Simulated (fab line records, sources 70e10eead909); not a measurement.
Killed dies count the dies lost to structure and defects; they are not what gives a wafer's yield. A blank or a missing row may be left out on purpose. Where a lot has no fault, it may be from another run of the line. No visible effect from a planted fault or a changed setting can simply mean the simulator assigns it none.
fab line records	flow nandHarc	part 2 of 2: steps 24 to 32 of 32
record lots=5	wafers=15	lastDay=23
route steps=1159 shown A_WL_FILL@809 A_CONTACT@840
lots that met no fault: from a run of the same line without faults
startH: hours from the record's opening day to when the first of the lot's shown wafers began	waitH: hours from the lot's prior step to this one	" identical to the entry in the row above	L1.1+2: one row covering several wafers at once	- no value, or no start given	* or withheld: withheld	< > ~ a bound
route shown NAME@n: a module of which the file shows steps, and the number in the route of the first	usual: the fault-free wafers' mean and standard deviation	same: alike in all rows	chamber/n: place in a boat	sites: readings site by site	_std_site: standard deviation of those values	_edge_site: outer sites' mean less inner sites'	radiusMm: for every site, how far away it sits from the centre of the wafer	mask NAME#n: copy n	behind: the most recent tool/chamber to have shaped the wafer	hold: cause of the lot's hold/its duration in hours/its outcome	device: the transistor (n, p or np) that didn't switch	end of line: at the end of the route, the tests of the same wafers	a step with no rows: only its recipe	killed: dies lost to structure and defects at the first sort, not the wafer's yield	map: the dies of a wafer, with x for killed, . for not killed, _ for no die there
set.NAME: the setting that was run; set.NAME@STEP: the one run at that earlier step	model.NAME: the simulator's own value behind a step, which no gauge read
lots seen at some steps along the route; tables by step, rows by wafer
services: a tool's chamber out of use, with start hour (startH, from the record's first day; less than 0 if before it), hours out, and reason
## steps
# step NHARC_A_WL_FILL_CMP_12
# recipe tOverpolishS=30	targetThkNm=75
# usual motorCurrentA=12.4/0.96	overpolishRunS=30.001/0.009	slurryFilterDpKPa=13.51/0.15	timeToEndpointS=15/3.2
lot.wafer	tool	chamber	startH	waitH	motorCurrentA	overpolishRunS	slurryFilterDpKPa	timeToEndpointS
L082.1	cmp-04	3	409.95	3.6	10.9	29.996	13.72	12
L082.2	"	2	"	"	12.2	29.995	13.64	20
L082.5	"	0	"	"	12.6	30.007	13.60	22
L086.4	cmp-02	2	457.10	2.3	11.0	29.991	13.34	12
L086.5	"	3	"	"	12.1	29.980	13.42	14
L086.6	"	0	"	"	11.3	29.989	13.78	16
L089.2	cmp-02	0	459.03	6.4	11.5	30.008	13.55	13
L089.1	"	3	"	"	11.4	29.989	13.61	15
L089.5	"	1	"	"	13.0	29.996	13.56	18
L090.1	cmp-04	3	463.96	3.7	11.0	29.992	13.35	10
L090.3	"	0	"	"	12.6	30.011	13.70	20
L090.6	"	2	"	"	11.8	30.001	13.59	14
L095.4	cmp-02	1	470.83	2.1	14.0	30.010	13.75	19
L095.1	"	2	"	"	11.6	30.012	13.52	14
L095.3	"	3	"	"	12.0	29.979	13.60	15
# step NHARC_A_WL_FILL_SRD_31
lot.wafer	tool	chamber	startH	waitH
L082.1+5+2	wetBench-06	2,5,6	410.27	0.0
L086.5+6+4	wetBench-01	3,5,7	457.35	0.0
L089.1+5+2	wetBench-04	5,6,0	459.35	0.0
L090.3+1+6	wetBench-04	7,2,4	464.23	0.0
L095.1+3+4	wetBench-06	6,0,1	471.16	0.0
# step NHARC_A_WL_FILL_INSPECT_15
# usual rawDefectCount=425/140
lot.wafer	tool	chamber	startH	waitH	rawDefectCount
L082.1	defectInspect-01	-	410.44	0.0	381
L082.2	"	-	"	"	456
L082.5	"	-	"	"	306
L086.4	defectInspect-02	-	457.50	0.0	829
L086.5	"	-	"	"	516
L086.6	"	-	"	"	1028
L089.1	defectInspect-02	-	459.51	0.0	365
L089.2	"	-	"	"	755
L089.5	"	-	"	"	887
L090.1	defectInspect-02	-	464.40	0.0	302
L090.3	"	-	"	"	307
L090.6	"	-	"	"	271
L095.1	defectInspect-01	-	471.32	0.0	385
L095.3	"	-	"	"	662
L095.4	"	-	"	"	562
# step NHARC_A_CONTACT_DEP_24
# recipe targetThkA=5000	tempC=400	pressureTorr=6.5	rfW=900	teosFlowSccm=161.4	flowSccm=2650	targetThkNm=500	gas=O2	material=SiO2
# usual heaterPowerW=543/71	rfFwdPowerW=898.7/2.8	throttleValvePct=16.0/0.61
lot.wafer	tool	chamber	startH	waitH	heaterPowerW	rfFwdPowerW	sinceWetCleanH	throttleValvePct
L082.2	pecvd-01	2	410.51	0.1	657	896.1	161	16.8
L082.1	"	0	"	"	620	903.6	161	15.6
L082.5	"	2	"	"	684	893.2	-	17.1
L086.4	pecvd-03	1	457.75	0.2	471	898.9	-	16.8
L086.5	"	2	"	"	493	899.0	-	15.2
L086.6	"	0	"	"	610	893.9	-	16.7
L089.1	pecvd-02	1	459.58	0.1	577	900.3	112	16.4
L089.2	"	2	"	"	652	898.6	112	15.9
L089.5	"	0	"	"	458	895.0	-	16.1
L090.3	pecvd-03	1	464.53	0.1	529	897.1	160	16.8
L090.1	"	2	"	"	449	896.1	160	15.5
L090.6	"	1	"	"	390	903.2	-	16.6
L095.3	pecvd-03	2	471.45	0.1	454	897.1	167	15.6
L095.1	"	0	"	"	546	899.5	167	16.8
L095.4	"	0	"	"	584	900.0	-	16.8
# step NHARC_A_CONTACT_DEP_28
# recipe targetThkA=36000	tempC=400	material=aC
# usual throttleValvePct=35.000/0.0084
lot.wafer	tool	chamber	startH	waitH	throttleValvePct
L082.1	aclDep-02	0	412.95	1.9	35.003
L082.2	"	0	"	"	34.996
L082.5	"	0	414.42	3.4	34.994
L086.4	aclDep-02	0	459.26	1.2	35.003
L086.5	"	0	"	"	34.989
L086.6	"	0	"	"	34.989
L089.1	aclDep-03	0	460.30	0.2	34.990
L089.2	"	0	"	"	35.004
L089.5	"	0	461.78	1.7	35.009
L090.1	aclDep-01	0	465.07	0.1	34.995
L090.3	"	0	"	"	35.006
L090.6	"	0	466.92	1.9	34.987
L095.1	aclDep-03	0	472.48	0.5	35.016
L095.3	"	0	"	"	34.990
L095.4	"	0	"	"	34.998
# step NHARC_A_CONTACT_DEP_29
# recipe targetThkA=700	targetThkNm=70	tempC=400	pressureTorr=3.5	flowSccm=200	rfW=350	material=SiON
# usual heaterPowerW=720/72	rfFwdPowerW=348.1/1.2
lot.wafer	tool	chamber	startH	waitH	heaterPowerW	rfFwdPowerW	sinceWetCleanH
L082.1	pecvd-02	1	415.34	2.0	732	348.7	68
L082.2	"	0	"	"	661	347.7	68
L082.5	"	1	"	"	741	347.9	-
L086.5	pecvd-03	0	460.59	0.6	750	346.9	-
L086.4	"	1	"	"	592	348.0	-
L086.6	"	2	"	"	641	348.5	-
L089.1	pecvd-01	0	462.53	1.9	774	348.6	31
L089.2	"	1	"	"	673	347.2	31
L089.5	"	0	"	"	786	347.6	-
L090.1	pecvd-01	2	467.34	1.9	776	347.0	36
L090.3	"	0	"	"	725	349.9	36
L090.6	"	0	"	"	756	349.5	-
L095.3	pecvd-01	0	474.73	1.2	760	350.4	44
L095.1	"	1	"	"	670	347.8	44
L095.4	"	0	"	"	753	350.0	-
# step NHARC_A_CONTACT_DEHYDRATE_32
# recipe tempC=150	timeS=120
# usual chillPlateTempC=22.99/0.1	plateTempC=150.00/0.15	resistLineTempC=22.99/0.1
lot.wafer	tool	chamber	startH	waitH	chillPlateTempC	plateTempC	resistLineTempC
L082.1	lithoTrack-06	0	415.64	0.3	22.94	149.93	23.02
L082.2	"	0	"	"	23.10	150.09	22.75
L082.5	"	0	"	"	23.09	149.95	22.86
L086.4	lithoTrack-04	0	460.77	0.1	22.88	149.63	22.97
L086.5	"	0	"	"	22.89	150.03	23.10
L086.6	"	0	"	"	23.07	149.99	23.00
L089.1	lithoTrack-06	0	462.80	0.2	23.17	150.02	23.02
L089.2	"	0	"	"	23.01	150.10	22.95
L089.5	"	0	"	"	22.95	150.09	22.87
L090.1	lithoTrack-04	0	467.58	0.2	23.02	149.81	22.93
L090.3	"	0	"	"	22.86	149.83	22.92
L090.6	"	0	"	"	22.89	149.78	22.98
L095.1	lithoTrack-06	0	474.97	0.2	23.07	150.24	22.98
L095.3	"	0	"	"	22.99	150.16	23.08
L095.4	"	0	"	"	23.00	150.18	23.06
# step NHARC_A_CONTACT_HMDS_33
# recipe timeS=30
# usual chillPlateTempC=23.01/0.096	resistLineTempC=23.01/0.1
lot.wafer	tool	chamber	startH	waitH	chillPlateTempC	resistLineTempC
L082.1	lithoTrack-06	0	-	-	23.05	22.97
L082.2	"	0	"	"	22.96	22.95
L082.5	"	0	"	"	22.98	23.02
L086.4	lithoTrack-04	0	-	-	23.14	23.00
L086.5	"	0	"	"	23.08	23.00
L086.6	"	0	"	"	22.93	22.98
L089.1	lithoTrack-06	0	-	-	23.03	23.21
L089.2	"	0	"	"	23.03	23.19
L089.5	"	0	"	"	23.14	23.06
L090.1	lithoTrack-04	0	-	-	22.97	22.86
L090.3	"	0	"	"	23.10	22.97
L090.6	"	0	"	"	23.18	22.90
L095.1	lithoTrack-06	0	-	-	22.94	22.92
L095.3	"	0	"	"	23.01	23.03
L095.4	"	0	"	"	22.95	23.19
# step NHARC_A_CONTACT_COAT_34
# recipe tempC=260	timeS=75
# usual chillPlateTempC=23.02/0.1	plateTempC=259.98/0.19	resistLineTempC=22.98/0.1
lot.wafer	tool	chamber	startH	waitH	chillPlateTempC	plateTempC	resistLineTempC
L082.1	lithoTrack-06	0	-	-	22.90	260.15	23.05
L082.2	"	0	"	"	23.09	260.59	22.89
L082.5	"	0	"	"	23.11	259.76	22.98
L086.4	lithoTrack-04	0	-	-	22.90	260.00	22.99
L086.5	"	0	"	"	22.91	259.82	22.94
L086.6	"	0	"	"	22.84	260.03	23.02
L089.1	lithoTrack-06	0	-	-	22.79	260.13	22.97
L089.2	"	0	"	"	23.05	259.86	23.07
L089.5	"	0	"	"	22.94	259.89	22.83
L090.1	lithoTrack-04	0	-	-	22.87	259.89	22.99
L090.3	"	0	"	"	23.06	259.83	23.14
L090.6	"	0	"	"	22.86	260.02	23.07
L095.1	lithoTrack-06	0	-	-	22.88	259.72	23.04
L095.3	"	0	"	"	23.14	260.12	22.98
L095.4	"	0	"	"	23.09	259.70	23.12
## services
tool	chamber	startH	hours	kind
aldMetal-02	-	364.00	10.0	pm
aldMetal-01	3	371.13	13.7	repair
cmp-02	-	377.83	3.5	repair
rieDiel-12	-	379.40	9.0	pm
aldMetal-02	-	382.65	0.7	repair
cvdW-02	-	385.49	13.0	pm
rieMetal-02	-	388.00	9.0	pm
aldMetal-02	1	388.33	58.0	repair
rieDiel-12	2	389.20	6.1	repair
wetBench-01	-	389.60	8.0	pm
cmp-02	-	393.84	1.6	repair
rieMetal-01	1	396.26	25.4	repair
cmp-02	-	403.69	1.1	repair
aldMetal-04	-	406.00	10.0	pm
pecvd-01	-	418.13	13.0	pm
rieDiel-12	0	425.18	3.9	repair
rieDiel-12	2	446.16	5.8	repair
pecvd-01	-	451.43	0.3	repair
rieDiel-04	1	452.88	3.2	repair
rieMetal-03	-	453.00	9.0	pm
plasmaAsher-01	-	453.60	9.0	pm
rieDiel-04	-	465.90	9.0	pm
lithoTrack-06	-	467.00	7.0	pm
pecvd-03	-	473.22	13.0	pm
